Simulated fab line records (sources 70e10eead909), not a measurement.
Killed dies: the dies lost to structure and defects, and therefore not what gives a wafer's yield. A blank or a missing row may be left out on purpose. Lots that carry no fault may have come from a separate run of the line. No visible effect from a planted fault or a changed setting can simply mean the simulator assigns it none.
fab line records ; flow nandHarc
record: lots: 12; wafers: 35; lastDay: 25
route steps=1159 shown HYBRID_BOND@1099 THIN_TSV@1119 END@1159
lots with no fault: from the same line, run without faults
startH: start of the lot's first displayed wafer, in hours after the record's first day ; waitH: hours elapsed since this lot's preceding step ; " the same as in the row above ; L1.1+2: one row covering several wafers at once ; - no value, or no start was given ; * or withheld: withheld ; < > ~ a bound
route shown NAME@n: a module of which the file shows steps, and the number in the route of the first ; usual: mean and standard deviation over wafers with no fault ; same: alike in all rows ; chamber/n: place in a boat ; sites: each site's reading ; _std_site: the standard deviation of these ; _edge_site: the outer-site mean with the inner-site mean subtracted ; radiusMm: how far each site lies from the wafer's centre ; mask NAME#n: copy n ; behind: tool/chamber where the wafer was last shaped ; hold: why the lot was held/for how many hours/how that ended ; device: whichever transistor did not switch (one of n, p or np) ; end of line: tests of these same wafers at the route's end ; where a step has no rows: the recipe by itself ; killed: at the first sort, the dies lost to defects and structure; wafer yield is something else ; map: the dies of a wafer, with x for killed, . for not killed, _ for no die there
set.NAME: the setting the step ran with; set.NAME@STEP: the setting that earlier step ran with ; model.NAME: the simulator's own value behind a step, which no gauge read
steps of the route over a sample of lots; a table a step, a row a wafer
services: a tool's chamber out of use, with start hour (startH, from the record's first day; less than 0 if before it), hours out, and reason
== steps ==
step: NHARC_HYBRID_BOND_OVL_MEAS_05
usual: overlayXNm: -4/33; overlayYNm: -2/31
lot.wafer;tool;chamber;startH;waitH;overlayXNm;overlayYNm
L449.1;overlay-01;-;425.23;0.4;-52;21
L449.4;overlay-01;-;425.23;0.4;-3;-11
L449.5;overlay-01;-;425.23;0.4;2;-1
L452.1;overlay-02;-;437.03;0.4;23;36
L452.4;overlay-02;-;437.03;0.4;21;10
L452.6;overlay-02;-;437.03;0.4;-19;-16
L451.1;overlay-01;-;437.03;0.4;16;-11
L451.4;overlay-01;-;437.03;0.4;-9;-7
L451.6;overlay-01;-;437.03;0.4;-8;29
L453.2;overlay-01;-;464.14;0.4;0;-17
L453.4;overlay-01;-;464.14;0.4;-16;-59
L453.6;overlay-01;-;464.14;0.4;31;-16
L458.3;overlay-02;-;475.02;0.4;60;25
L458.4;overlay-02;-;475.02;0.4;35;1
L458.5;overlay-02;-;475.02;0.4;-30;3
L457.3;overlay-01;-;487.85;0.4;-9;2
L457.6;overlay-01;-;487.85;0.4;-66;-46
L459.1;overlay-01;-;519.58;0.4;31;50
L459.4;overlay-01;-;519.58;0.4;10;-19
L459.6;overlay-01;-;519.58;0.4;-10;-12
L462.1;overlay-02;-;519.58;0.4;-25;4
L462.2;overlay-02;-;519.58;0.4;2;75
L462.5;overlay-02;-;519.58;0.4;0;-23
L463.1;overlay-02;-;526.08;0.4;6;23
L463.2;overlay-02;-;526.08;0.4;-67;8
L463.4;overlay-02;-;526.08;0.4;-38;-38
L464.1;overlay-01;-;531.47;0.4;-17;16
L464.3;overlay-01;-;531.47;0.4;22;7
L464.4;overlay-01;-;531.47;0.4;-29;-32
L469.2;overlay-02;-;547.48;0.4;38;-15
L469.4;overlay-02;-;547.48;0.4;40;-4
L469.5;overlay-02;-;547.48;0.4;28;32
L468.1;overlay-01;-;556.12;0.4;-43;-37
L468.2;overlay-01;-;556.12;0.4;13;-22
L468.6;overlay-01;-;556.12;0.4;3;13
step: NHARC_THIN_TSV_ETCH_44
recipe: targetDepthA: 15942; timeS: 797.1; cf4FlowSccm: 150; o2FlowSccm: 10; arFlowSccm: 0; rfW: 300; biasW: 800; chemistry: CF4/O2
usual: biasW: 800.2/2.4; cf4FlowSccm: 150.0/0.4; drypumpMotorCurrentA: 5.9/0.4; oesProductAu: 0.999/0.0092; rfVppV: 796/5.3; showerheadPlenumPTorr: 1.85/0.085; throttleValvePct: 16.914/0.0095
lot.wafer;tool;chamber;startH;waitH;biasW;cf4FlowSccm;drypumpMotorCurrentA;oesProductAu;rfHoursCounterH;rfVppV;showerheadPlenumPTorr;throttleValvePct
L449.1;rieDiel-10;1;496.86;0.1;802.4;150.2;5.3;0.999;9;788;1.74;16.907
L449.4;rieDiel-10;3;496.86;0.1;801.4;150.7;5.8;0.999;8;788;1.76;16.917
L449.5;rieDiel-10;1;496.86;0.1;796.0;150.0;5.3;0.993;-;790;1.74;16.914
L452.1;rieDiel-09;0;499.33;0.1;802.1;149.8;6.2;1.001;2;802;1.92;16.922
L452.4;rieDiel-09;2;499.33;0.1;804.4;150.3;5.3;0.990;3;788;1.73;16.932
L452.6;rieDiel-09;1;499.33;0.1;800.9;150.1;6.1;0.987;-;802;1.94;16.913
L451.4;rieDiel-09;3;500.34;0.1;806.3;149.8;6.0;1.008;3;796;1.86;16.922
L451.1;rieDiel-09;2;500.34;0.1;798.0;149.7;5.3;0.986;3;789;1.73;16.909
L451.6;rieDiel-09;3;500.34;0.1;803.8;150.4;6.0;1.012;-;796;1.86;16.913
L453.4;rieDiel-09;1;503.23;0.1;-;-;-;-;-;-;-;-
L453.2;rieDiel-09;2;503.23;0.1;-;-;-;-;-;-;-;-
L453.6;rieDiel-09;0;503.23;0.1;-;-;-;-;-;-;-;-
L458.4;rieDiel-09;3;504.18;0.1;-;-;-;-;-;-;-;-
L458.3;rieDiel-09;2;504.18;0.1;-;-;-;-;-;-;-;-
L458.5;rieDiel-09;3;504.18;0.1;-;-;-;-;-;-;-;-
L457.3;rieDiel-10;2;505.26;0.1;-;-;-;-;-;-;-;-
L457.6;rieDiel-10;3;505.26;0.1;-;-;-;-;-;-;-;-
L462.2;rieDiel-09;2;522.62;0.1;800.7;150.0;5.3;0.994;6;789;1.73;16.924
L462.1;rieDiel-09;3;522.62;0.1;797.4;149.4;6.0;1.016;7;798;1.86;16.901
L462.5;rieDiel-09;1;522.62;0.1;801.2;149.8;6.1;1.000;-;800;1.94;16.923
L459.1;rieDiel-09;2;523.86;0.2;807.9;150.9;5.3;0.991;7;789;1.73;16.927
L459.4;rieDiel-09;0;523.86;0.2;798.9;149.9;6.2;1.009;-;800;1.92;16.917
L459.6;rieDiel-09;2;523.86;0.2;801.5;149.5;5.2;0.995;-;788;1.73;16.917
L463.1;rieDiel-09;2;529.15;0.1;796.6;150.3;5.3;0.990;7;790;1.73;16.920
L463.4;rieDiel-09;3;529.15;0.1;796.6;150.2;6.0;1.006;7;797;1.86;16.908
L463.2;rieDiel-09;0;529.15;0.1;798.1;149.5;6.2;0.999;8;800;1.92;16.915
L464.4;rieDiel-09;0;534.33;0.1;799.4;150.3;6.2;1.001;8;798;1.92;16.914
L464.3;rieDiel-09;1;534.33;0.1;797.4;149.2;6.1;0.994;8;800;1.94;16.922
L464.1;rieDiel-09;2;534.33;0.1;796.4;149.4;5.3;0.993;8;788;1.73;16.909
L469.4;rieDiel-09;1;550.53;0.1;799.8;149.8;6.1;0.991;10;800;1.94;16.911
L469.2;rieDiel-09;2;550.53;0.1;798.3;150.1;5.3;0.990;10;788;1.73;16.908
L469.5;rieDiel-09;0;550.53;0.1;796.5;150.1;6.2;0.998;-;799;1.92;16.923
L468.2;rieDiel-09;1;558.96;0.1;797.7;149.2;6.1;0.997;10;801;1.94;16.915
L468.1;rieDiel-09;2;558.96;0.1;803.2;149.9;5.3;1.002;10;787;1.73;16.898
L468.6;rieDiel-09;2;558.96;0.1;803.8;150.1;5.3;1.004;-;789;1.73;16.930
step: NHARC_THIN_TSV_STRIP_45
recipe: powerW: 1500; tempC: 250; chemistry: O2
usual: drypumpMotorCurrentA: 5.44/0.28; heaterPowerW: 329/30
lot.wafer;tool;chamber;startH;waitH;drypumpMotorCurrentA;heaterPowerW;rfHoursCounterH
L449.1;plasmaAsher-01;1;497.60;0.1;5.12;360;10
L449.4;plasmaAsher-01;1;497.60;0.1;5.12;379;-
L449.5;plasmaAsher-01;1;497.60;0.1;5.11;363;-
L452.1;plasmaAsher-02;1;500.18;0.1;5.74;310;40
L452.4;plasmaAsher-02;0;500.18;0.1;5.59;298;-
L452.6;plasmaAsher-02;0;500.18;0.1;5.59;290;-
L451.1;plasmaAsher-01;0;501.18;0.1;5.10;356;11
L451.4;plasmaAsher-01;1;501.18;0.1;5.15;362;-
L451.6;plasmaAsher-01;1;501.18;0.1;5.13;360;-
L453.2;plasmaAsher-02;1;503.97;0.1;5.74;315;43
L453.4;plasmaAsher-02;0;503.97;0.1;5.60;297;-
L453.6;plasmaAsher-02;1;503.97;0.1;5.79;315;-
L458.4;plasmaAsher-02;1;505.07;0.2;5.71;310;-
L458.3;plasmaAsher-02;0;505.07;0.2;5.58;297;-
L458.5;plasmaAsher-02;0;505.07;0.2;5.59;300;-
L457.3;plasmaAsher-01;0;506.19;0.2;5.10;365;-
L457.6;plasmaAsher-01;0;506.19;0.2;5.09;363;-
L462.2;plasmaAsher-01;0;523.38;0.1;5.10;360;23
L462.1;plasmaAsher-01;1;523.38;0.1;5.11;367;23
L462.5;plasmaAsher-01;1;523.38;0.1;5.14;367;-
L459.1;plasmaAsher-02;1;524.66;0.1;5.75;311;52
L459.4;plasmaAsher-02;0;524.66;0.1;5.58;300;-
L459.6;plasmaAsher-02;0;524.66;0.1;5.59;306;-
L463.2;plasmaAsher-02;1;529.89;0.1;5.72;306;54
L463.1;plasmaAsher-02;0;529.89;0.1;5.60;301;54
L463.4;plasmaAsher-02;0;529.89;0.1;5.59;292;-
L464.1;plasmaAsher-02;0;535.16;0.1;5.58;294;55
L464.4;plasmaAsher-02;1;535.16;0.1;5.78;308;-
L464.3;plasmaAsher-02;0;535.16;0.1;5.57;295;-
L469.2;plasmaAsher-01;1;551.27;0.1;5.13;364;37
L469.4;plasmaAsher-01;1;551.27;0.1;5.11;367;-
L469.5;plasmaAsher-01;1;551.27;0.1;5.12;362;-
L468.2;plasmaAsher-02;1;559.75;0.1;5.77;308;5
L468.1;plasmaAsher-02;0;559.75;0.1;5.58;289;5
L468.6;plasmaAsher-02;0;559.75;0.1;5.60;290;-
step: NHARC_THIN_TSV_PRE_CLEAN_50
recipe: timeS: 30; tempC: 280; gas: H2/He
usual: heaterPowerW: 404/44
lot.wafer;tool;chamber;startH;waitH;heaterPowerW
L449.4;pvdSputter-02;-;-;-;371
L449.1;pvdSputter-02;-;-;-;384
L449.5;pvdSputter-02;-;-;-;408
L452.4;pvdSputter-02;-;-;-;449
L452.1;pvdSputter-02;-;-;-;371
L452.6;pvdSputter-02;-;-;-;379
L451.1;pvdSputter-02;-;-;-;384
L451.4;pvdSputter-02;-;-;-;455
L451.6;pvdSputter-02;-;-;-;445
L453.2;pvdSputter-02;-;-;-;373
L453.4;pvdSputter-02;-;-;-;404
L453.6;pvdSputter-02;-;-;-;399
L458.3;pvdSputter-03;-;-;-;454
L458.4;pvdSputter-03;-;-;-;383
L458.5;pvdSputter-03;-;-;-;431
L457.3;pvdSputter-03;-;-;-;418
L457.6;pvdSputter-03;-;-;-;411
L462.1;pvdSputter-02;-;-;-;375
L462.2;pvdSputter-02;-;-;-;413
L462.5;pvdSputter-02;-;-;-;374
L459.1;pvdSputter-02;-;-;-;443
L459.4;pvdSputter-02;-;-;-;409
L459.6;pvdSputter-02;-;-;-;375
L463.1;pvdSputter-03;-;-;-;420
L463.4;pvdSputter-03;-;-;-;449
L463.2;pvdSputter-03;-;-;-;391
L464.4;pvdSputter-01;-;-;-;465
L464.1;pvdSputter-01;-;-;-;400
L464.3;pvdSputter-01;-;-;-;451
L469.4;pvdSputter-01;-;-;-;443
L469.2;pvdSputter-01;-;-;-;467
L469.5;pvdSputter-01;-;-;-;453
L468.1;pvdSputter-03;-;-;-;422
L468.2;pvdSputter-03;-;-;-;302
L468.6;pvdSputter-03;-;-;-;432
step: NHARC_END_SORT_01
recipe: tempC: 25
usual: defectLimitedYield: 95.6/1.6; killedAtArray: 26/11; killedAtOther: 0.4/0.78; killedAtPeriphery: 3.4/2.4; killedDies: 29/11; killedOpen: 3.1/1.9; killedShort: 1.9/1.4; sort_bin_2_pct: 1.3/0.63; sort_bin_3_pct: 0.20/0.18; sort_bin_4_pct: 2.8/1.1; sortNPass: 648/11; sortRimYieldPct: 95/3.4; sortYieldPct: 95.6/1.6
same: grossDies: 677; sort_bin_5_pct[%]: 0; sort_bin_6_pct[%]: 0; sort_bin_7_pct[%]: 0; sort_bin_8_pct[%]: 0; sortRimNGross: 106.00
lot.wafer;tool;chamber;startH;waitH;defectLimitedYield[%];killedAtArray;killedAtOther;killedAtPeriphery;killedDies;killedOpen;killedShort;sort_bin_2_pct[%];sort_bin_3_pct[%];sort_bin_4_pct[%];sortNPass;sortRimYieldPct[%];sortYieldPct[%]
L449.1;prober-01;0;521.05;2.5;96.2;23;1;2;26;2;4;0.7;0;3.1;651;93;96.2
L449.4;prober-01;0;523.43;3.4;94.5;35;0;2;37;1;3;2.4;0.30;2.8;640;93;94.5
L449.5;prober-01;0;524.22;3.7;95.1;31;0;2;33;4;2;1.8;0.15;3.0;644;98;95.1
L452.1;prober-02;0;528.84;2.5;96.2;22;0;4;26;3;0;1.6;0.15;2.1;651;100;96.2
L452.4;prober-02;0;531.26;3.4;97.9;10;0;4;14;1;1;0.7;0.15;1.2;663;97;97.9
L452.6;prober-02;0;532.87;4.0;97.2;12;1;6;19;1;0;0.6;0.15;2.1;658;97;97.2
L458.3;prober-01;0;538.20;3.1;0;37;640;0;677;4;2;95.7;0.15;4.1;0;0;0
L458.4;prober-01;0;539.00;3.4;0;16;654;7;677;3;1;97.2;0.30;2.5;0;0;0
L458.5;prober-01;0;539.81;3.7;0;31;645;1;677;3;3;96.8;0;3.2;0;0;0
L451.1;prober-01;0;544.42;2.5;95.9;24;0;4;28;1;2;0.3;0.59;3.2;649;94;95.9
L451.4;prober-01;0;546.82;3.4;96.8;19;0;3;22;6;0;0.9;0.15;2.2;655;99;96.8
L451.6;prober-01;0;548.43;4.0;95.9;24;0;4;28;1;1;0.7;0;3.4;649;97;95.9
L453.2;prober-02;0;545.40;2.8;0;12;663;2;677;1;0;98.2;0.15;1.6;0;0;0
L453.4;prober-02;0;547.01;3.4;0;21;654;2;677;3;2;97.6;0;2.4;0;0;0
L453.6;prober-02;0;548.63;4.0;0;14;662;1;677;1;1;98.5;0.15;1.3;0;0;0
L457.3;prober-01;0;553.86;3.1;0;32;641;4;677;8;2;96.5;0.30;3.2;0;0;0
L457.6;prober-01;0;556.26;4.0;0;22;649;6;677;7;2;97.2;0.15;2.7;0;0;0
L462.1;prober-01;0;567.79;2.5;95.7;26;0;3;29;1;3;1.6;0.15;2.5;648;95;95.7
L462.2;prober-01;0;568.58;2.8;95.3;30;0;2;32;3;1;1.2;0;3.5;645;99;95.3
L462.5;prober-01;0;570.94;3.7;95.9;24;0;4;28;2;5;1.2;0;3.0;649;92;95.9
L459.1;prober-02;0;567.97;2.5;96.6;22;0;1;23;3;4;0.4;0.15;2.8;654;93;96.6
L459.4;prober-02;0;570.40;3.4;95.1;25;1;7;33;6;0;1.9;0;3.0;644;94;95.1
L459.6;prober-02;0;572.03;4.1;96.2;18;1;7;26;8;1;0.7;0;3.1;651;93;96.2
L463.1;prober-02;0;575.85;2.5;96.0;20;0;7;27;2;2;0.6;0.30;3.1;650;93;96.0
L463.2;prober-02;0;576.64;2.8;93.1;40;0;7;47;4;5;1.8;0.44;4.7;630;96;93.1
L463.4;prober-02;0;578.21;3.4;93.5;40;0;4;44;2;1;2.7;0.44;3.4;633;99;93.5
L464.1;prober-02;0;583.55;2.5;94.4;31;3;4;38;3;1;1.2;0.30;4.1;639;90;94.4
L464.3;prober-02;0;585.14;3.1;95.3;26;2;4;32;1;0;2.1;0.15;2.5;645;97;95.3
L464.4;prober-02;0;585.94;3.4;93.9;32;4;5;41;4;3;1.8;0.44;3.8;636;92;93.9
L469.2;prober-01;0;599.84;2.8;97.0;17;0;3;20;3;3;0.7;0.15;2.1;657;92;97.0
L469.4;prober-01;0;601.43;3.4;97.3;17;0;1;18;3;2;0.7;0;1.9;659;98;97.3
L469.5;prober-01;0;602.22;3.7;96.6;19;1;3;23;3;2;0.7;0;2.7;654;95;96.6
L468.1;prober-02;0;602.70;2.5;94.7;35;0;1;36;3;5;1.5;0.30;3.5;641;86;94.7
L468.2;prober-02;0;603.50;2.8;91.7;51;2;3;56;2;2;2.4;0.15;5.8;621;97;91.7
L468.6;prober-02;0;606.68;4.0;96.0;26;1;0;27;1;3;1.3;0.15;2.5;650;92;96.0
killed by level:class
L449.1 A_CHANNEL_HOLE_D1:chamberFilmFlake=9 A_STAIRCASE:chamberFilmFlake=6 A_SLIT:chamberFilmFlake=3 A_CONTACT:chamberFilmFlake=2 P_CONTACT:geometricParticle:short=1 P_BONDPAD:geometricParticle:short=1 A_CONTACT:geometricParticle:short=1 A_CONTACT:geometricParticle:open=1
L449.4 A_CHANNEL_HOLE_D1:chamberFilmFlake=21 A_SLIT:chamberFilmFlake=5 A_STAIRCASE:chamberFilmFlake=4 A_CONTACT:chamberFilmFlake=2 P_CONTACT:geometricParticle:short=1 P_M0:geometricParticle:open=1 A_ONON_D1:geometricParticle:short=1 A_CHANNEL_FILL_D1:geometricParticle:short=1
L449.5 A_SLIT:chamberFilmFlake=11 A_CHANNEL_HOLE_D1:chamberFilmFlake=10 A_STAIRCASE:chamberFilmFlake=3 A_CONTACT:geometricParticle:open=2 A_CONTACT:chamberFilmFlake=2 P_CONTACT:geometricParticle:short=1 P_M2:geometricParticle:open=1 A_WL_FILL:geometricParticle:open=1
L452.1 A_SLIT:chamberFilmFlake=12 A_CHANNEL_HOLE_D1:chamberFilmFlake=3 P_GATE:chamberFilmFlake=2 P_CONTACT:chamberFilmFlake=2 A_STAIRCASE:chamberFilmFlake=2 A_CONTACT:chamberFilmFlake=2 A_CHANNEL_HOLE_D1:geometricParticle:open=1 A_CONTACT:geometricParticle:open=1
L452.4 A_STAIRCASE:chamberFilmFlake=4 P_GATE:chamberFilmFlake=3 A_SLIT:chamberFilmFlake=3 A_ONON_D1:geometricParticle:open=1 A_BLC:geometricParticle:short=1 P_CONTACT:chamberFilmFlake=1 A_M1:chamberFilmFlake=1
L452.6 A_STAIRCASE:chamberFilmFlake=6 P_CONTACT:chamberFilmFlake=4 A_SLIT:chamberFilmFlake=3 P_GATE:chamberFilmFlake=2 A_SGD_CUT:geometricParticle:open=1 A_ZERO_WELL:chamberFilmFlake=1 A_CONTACT:chamberFilmFlake=1 THIN_TSV:chamberFilmFlake=1
L458.3 THIN_TSV:areaEtch=640 A_SLIT:chamberFilmFlake=19 A_CONTACT:chamberFilmFlake=8 A_CHANNEL_HOLE_D1:chamberFilmFlake=3 A_CONTACT:geometricParticle:open=2 A_SOURCE_PLATE:geometricParticle:open=1 A_CHANNEL_FILL_D1:geometricParticle:open=1 A_SGD_CUT:geometricParticle:short=1
L458.4 THIN_TSV:areaEtch=654 A_CHANNEL_HOLE_D1:chamberFilmFlake=4 A_SLIT:chamberFilmFlake=4 A_CONTACT:chamberFilmFlake=4 P_GATE:chamberFilmFlake=3 A_CHANNEL_HOLE_D1:geometricParticle:open=2 P_STI:chamberFilmFlake=2 P_M0:geometricParticle:short=1
L458.5 THIN_TSV:areaEtch=645 A_SLIT:chamberFilmFlake=10 A_CONTACT:chamberFilmFlake=10 A_CHANNEL_HOLE_D1:chamberFilmFlake=4 A_CONTACT:geometricParticle:open=2 A_CHANNEL_HOLE_D1:geometricParticle:short=1 A_WL_FILL:geometricParticle:open=1 A_WL_FILL:geometricParticle:short=1
L451.1 A_CHANNEL_HOLE_D1:chamberFilmFlake=9 A_CONTACT:chamberFilmFlake=4 P_CONTACT:chamberFilmFlake=2 A_STAIRCASE:chamberFilmFlake=2 A_M1:chamberFilmFlake=2 A_CHANNEL_FILL_D1:geometricParticle:short=1 A_WL_FILL:geometricParticle:short=1 A_WL_FILL:geometricParticle:open=1
L453.2 THIN_TSV:areaEtch=662 A_STAIRCASE:chamberFilmFlake=7 A_CONTACT:chamberFilmFlake=3 P_STI:chamberFilmFlake=2 A_CONTACT:geometricParticle:open=1 A_CHANNEL_HOLE_D1:chamberFilmFlake=1 THIN_TSV:chamberFilmFlake=1
L451.4 A_CHANNEL_HOLE_D1:chamberFilmFlake=5 A_STAIRCASE:chamberFilmFlake=3 A_CONTACT:geometricParticle:open=2 A_WL_FILL:chamberFilmFlake=2 A_CONTACT:chamberFilmFlake=2 P_CONTACT:geometricParticle:open=1 A_CHANNEL_FILL_D1:geometricParticle:open=1 A_WL_FILL:geometricParticle:open=1
L453.4 THIN_TSV:areaEtch=654 A_STAIRCASE:chamberFilmFlake=7 A_CHANNEL_HOLE_D1:chamberFilmFlake=4 A_CONTACT:chamberFilmFlake=3 P_STI:chamberFilmFlake=2 A_ONON_D1:geometricParticle:open=1 A_CHANNEL_FILL_D1:geometricParticle:open=1 A_SGD_CUT:geometricParticle:short=1
L451.6 A_STAIRCASE:chamberFilmFlake=8 A_CONTACT:chamberFilmFlake=8 A_CHANNEL_HOLE_D1:chamberFilmFlake=7 P_CONTACT:chamberFilmFlake=2 P_CONTACT:geometricParticle:open=1 A_CONTACT:geometricParticle:short=1 P_ZERO_WELL:chamberFilmFlake=1
L453.6 THIN_TSV:areaEtch=662 A_STAIRCASE:chamberFilmFlake=5 A_CHANNEL_HOLE_D1:chamberFilmFlake=4 A_CONTACT:chamberFilmFlake=3 A_CHANNEL_FILL_D1:geometricParticle:short=1 A_CONTACT:geometricParticle:open=1 P_ZERO_WELL:chamberFilmFlake=1
L457.3 THIN_TSV:areaEtch=641 A_CHANNEL_HOLE_D1:chamberFilmFlake=19 A_STAIRCASE:chamberFilmFlake=5 P_CONTACT:geometricParticle:open=3 A_BLC:geometricParticle:open=3 A_WL_FILL:geometricParticle:short=1 A_CONTACT:geometricParticle:open=1 A_M0:geometricParticle:open=1
L457.6 THIN_TSV:areaEtch=649 A_CHANNEL_HOLE_D1:chamberFilmFlake=11 A_STAIRCASE:chamberFilmFlake=3 P_M0:chamberFilmFlake=2 P_GATE:geometricParticle:open=1 P_CONTACT:geometricParticle:open=1 P_M0:geometricParticle:open=1 A_CHANNEL_HOLE_D1:geometricParticle:open=1
L462.1 A_CHANNEL_HOLE_D1:chamberFilmFlake=8 A_SLIT:chamberFilmFlake=6 A_CONTACT:chamberFilmFlake=4 A_ZERO_WELL:chamberFilmFlake=2 A_WL_FILL:chamberFilmFlake=2 P_M0:geometricParticle:open=1 P_M0:geometricParticle:short=1 A_SOURCE_PLATE:geometricParticle:short=1
L459.1 A_STAIRCASE:chamberFilmFlake=6 A_CHANNEL_HOLE_D1:chamberFilmFlake=4 A_WL_FILL:chamberFilmFlake=3 A_SOURCE_PLATE:geometricParticle:open=1 A_ONON_D1:geometricParticle:short=1 A_CHANNEL_HOLE_D1:geometricParticle:short=1 A_CHANNEL_FILL_D1:geometricParticle:short=1 A_STAIRCASE:geometricParticle:short=1
L462.2 A_SLIT:chamberFilmFlake=18 A_CHANNEL_HOLE_D1:chamberFilmFlake=3 A_ZERO_WELL:chamberFilmFlake=2 A_CHANNEL_FILL_D1:geometricParticle:open=1 A_WL_FILL:geometricParticle:short=1 A_CONTACT:geometricParticle:open=1 A_M1:geometricParticle:open=1 P_STI:chamberFilmFlake=1
L459.4 A_STAIRCASE:chamberFilmFlake=12 P_ZERO_WELL:chamberFilmFlake=3 A_CHANNEL_HOLE_D1:chamberFilmFlake=3 A_CONTACT:chamberFilmFlake=3 A_CONTACT:geometricParticle:open=2 P_GATE:chamberFilmFlake=2 A_WL_FILL:chamberFilmFlake=2 P_CONTACT:geometricParticle:open=1
L462.5 A_SLIT:chamberFilmFlake=8 A_CHANNEL_HOLE_D1:chamberFilmFlake=5 A_CHANNEL_FILL_D1:geometricParticle:short=2 A_STAIRCASE:chamberFilmFlake=2 A_CONTACT:chamberFilmFlake=2 P_GATE:geometricParticle:open=1 P_M1:geometricParticle:short=1 A_ONON_D1:geometricParticle:short=1
L459.6 A_STAIRCASE:chamberFilmFlake=7 A_CONTACT:geometricParticle:open=4 P_GATE:chamberFilmFlake=2 P_M1:chamberFilmFlake=2 A_CHANNEL_HOLE_D1:chamberFilmFlake=2 A_CONTACT:chamberFilmFlake=2 P_STI:geometricParticle:open=1 P_CONTACT:geometricParticle:open=1
L463.1 A_CONTACT:chamberFilmFlake=9 A_SLIT:chamberFilmFlake=4 P_GATE:chamberFilmFlake=3 P_M2:chamberFilmFlake=3 A_CHANNEL_FILL_D1:geometricParticle:short=2 A_CHANNEL_HOLE_D1:chamberFilmFlake=2 P_GATE:geometricParticle:open=1 A_BLC:geometricParticle:open=1
L463.2 A_SLIT:chamberFilmFlake=18 A_CONTACT:chamberFilmFlake=11 P_M2:chamberFilmFlake=3 P_ZERO_WELL:chamberFilmFlake=2 A_CHANNEL_HOLE_D1:chamberFilmFlake=2 A_BLC:chamberFilmFlake=2 P_GATE:geometricParticle:open=1 P_M0:geometricParticle:short=1
L463.4 A_SLIT:chamberFilmFlake=20 A_CONTACT:chamberFilmFlake=9 A_CHANNEL_HOLE_D1:chamberFilmFlake=6 A_BLC:chamberFilmFlake=3 P_CONTACT:geometricParticle:open=1 A_ONON_D1:geometricParticle:short=1 A_M0:geometricParticle:open=1 P_ZERO_WELL:chamberFilmFlake=1
L464.1 A_CHANNEL_HOLE_D1:chamberFilmFlake=19 A_CONTACT:chamberFilmFlake=4 P_M2:chamberFilmFlake=3 THIN_TSV:chamberFilmFlake=3 A_WL_FILL:chamberFilmFlake=2 A_ONON_D1:geometricParticle:short=1 A_WL_FILL:geometricParticle:open=1 A_CONTACT:geometricParticle:open=1
L464.3 A_CHANNEL_HOLE_D1:chamberFilmFlake=20 A_SLIT:chamberFilmFlake=2 A_WL_FILL:chamberFilmFlake=2 A_CONTACT:chamberFilmFlake=2 THIN_TSV:chamberFilmFlake=2 P_CONTACT:geometricParticle:open=1 P_GATE:chamberFilmFlake=1 P_CONTACT:chamberFilmFlake=1
L464.4 A_CHANNEL_HOLE_D1:chamberFilmFlake=18 A_CONTACT:chamberFilmFlake=5 THIN_TSV:chamberFilmFlake=3 A_SLIT:chamberFilmFlake=2 A_WL_FILL:chamberFilmFlake=2 P_CONTACT:geometricParticle:open=1 P_M2:geometricParticle:short=1 A_CHANNEL_HOLE_D1:geometricParticle:open=1
L469.2 A_CHANNEL_HOLE_D1:chamberFilmFlake=4 A_CONTACT:chamberFilmFlake=3 A_M1:chamberFilmFlake=3 A_CONTACT:geometricParticle:open=2 P_GATE:chamberFilmFlake=2 P_M0:geometricParticle:short=1 A_CONTACT:geometricParticle:short=1 A_M0:geometricParticle:open=1
L469.4 A_CHANNEL_HOLE_D1:chamberFilmFlake=9 A_STAIRCASE:chamberFilmFlake=2 A_M1:chamberFilmFlake=2 P_STI:geometricParticle:short=1 A_SGD_CUT:geometricParticle:open=1 A_WL_FILL:geometricParticle:open=1 A_WL_FILL:geometricParticle:short=1 A_CONTACT:geometricParticle:open=1
L469.5 A_CHANNEL_HOLE_D1:chamberFilmFlake=7 A_STAIRCASE:chamberFilmFlake=3 A_CONTACT:chamberFilmFlake=3 A_M1:chamberFilmFlake=3 P_CONTACT:geometricParticle:short=1 P_M0:geometricParticle:open=1 A_SGD_CUT:geometricParticle:short=1 A_SLIT:geometricParticle:open=1
L468.1 A_CHANNEL_HOLE_D1:chamberFilmFlake=13 A_SLIT:chamberFilmFlake=8 A_WL_FILL:geometricParticle:short=3 A_WL_FILL:chamberFilmFlake=2 A_CONTACT:chamberFilmFlake=2 A_M1:chamberFilmFlake=2 P_M1:geometricParticle:short=1 A_CHANNEL_HOLE_D1:geometricParticle:open=1
L468.2 A_CHANNEL_HOLE_D1:chamberFilmFlake=23 A_SLIT:chamberFilmFlake=18 A_CONTACT:chamberFilmFlake=3 A_ZERO_WELL:chamberFilmFlake=2 THIN_TSV:chamberFilmFlake=2 P_CONTACT:geometricParticle:open=1 P_M0:geometricParticle:open=1 A_CHANNEL_HOLE_D1:geometricParticle:short=1
L468.6 A_CHANNEL_HOLE_D1:chamberFilmFlake=11 A_CONTACT:chamberFilmFlake=6 A_SLIT:chamberFilmFlake=2 A_CHANNEL_FILL_D1:geometricParticle:short=1 A_WL_FILL:geometricParticle:short=1 A_CONTACT:geometricParticle:short=1 A_BLC:geometricParticle:open=1 A_STAIRCASE:chamberFilmFlake=1
== services ==
tool;chamber;startH;hours;kind
rieDiel-09;0;489.10;-;clean
rieDiel-09;1;489.10;-;clean
rieDiel-09;2;489.10;-;clean
rieDiel-09;3;489.10;-;clean
pvdSputter-03;-;496.82;10.0;pm
rieDiel-09;0;513.60;-;clean
rieDiel-09;1;513.60;-;clean
rieDiel-09;2;513.60;-;clean
rieDiel-09;3;513.60;-;clean
pvdSputter-02;-;522.09;1.1;repair
pvdSputter-01;-;523.04;10.0;pm
rieDiel-09;3;523.29;4.3;repair
rieDiel-10;-;530.79;9.0;pm
plasmaAsher-02;-;537.51;9.0;pm
plasmaAsher-02;0;537.51;9.0;ventCycle
plasmaAsher-02;1;537.51;9.0;ventCycle
rieDiel-09;0;538.30;-;clean
rieDiel-09;1;538.30;-;clean
rieDiel-09;2;538.30;-;clean
rieDiel-09;3;538.30;-;clean
rieDiel-10;3;539.98;20.8;repair
rieDiel-10;-;546.09;0.3;repair
pvdSputter-01;-;558.07;5.1;repair
pvdSputter-02;-;559.11;4.2;repair
== key ==
firstSign: step: NHARC_THIN_TSV_ETCH_44; reading: toolRecord; direction: missing
effect: step: NHARC_END_SORT_01; reading: killedAtOther; direction: up; sigmas: 99+; usual: 0.4; struck: 651
moreKillsBornAt: NHARC_THIN_TSV_ETCH_44@rieDiel-09: 3917; NHARC_THIN_TSV_ETCH_44@rieDiel-10: 1290
metAt NHARC_THIN_TSV_ETCH_44
struckLots L453,L457,L458
laterRowsLeftOut L453.2,L453.4,L453.6,L457.3,L457.6,L458.3,L458.4,L458.5
notActingAt NHARC_HYBRID_BOND_OVL_MEAS_05,NHARC_THIN_TSV_STRIP_45,NHARC_THIN_TSV_PRE_CLEAN_50
onsetBetween 500.34 503.23
fault: kind: skippedStepWhole; tool: rieDiel-09,rieDiel-10; chamber: -; onsetH: 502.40; steps: NHARC_THIN_TSV_ETCH_44; scope: struckLotsOnly
laterRowsLeftOut: the simulator's readings of these wafers behind a module that went badly wrong aren't trusted and aren't shown, but for the sort
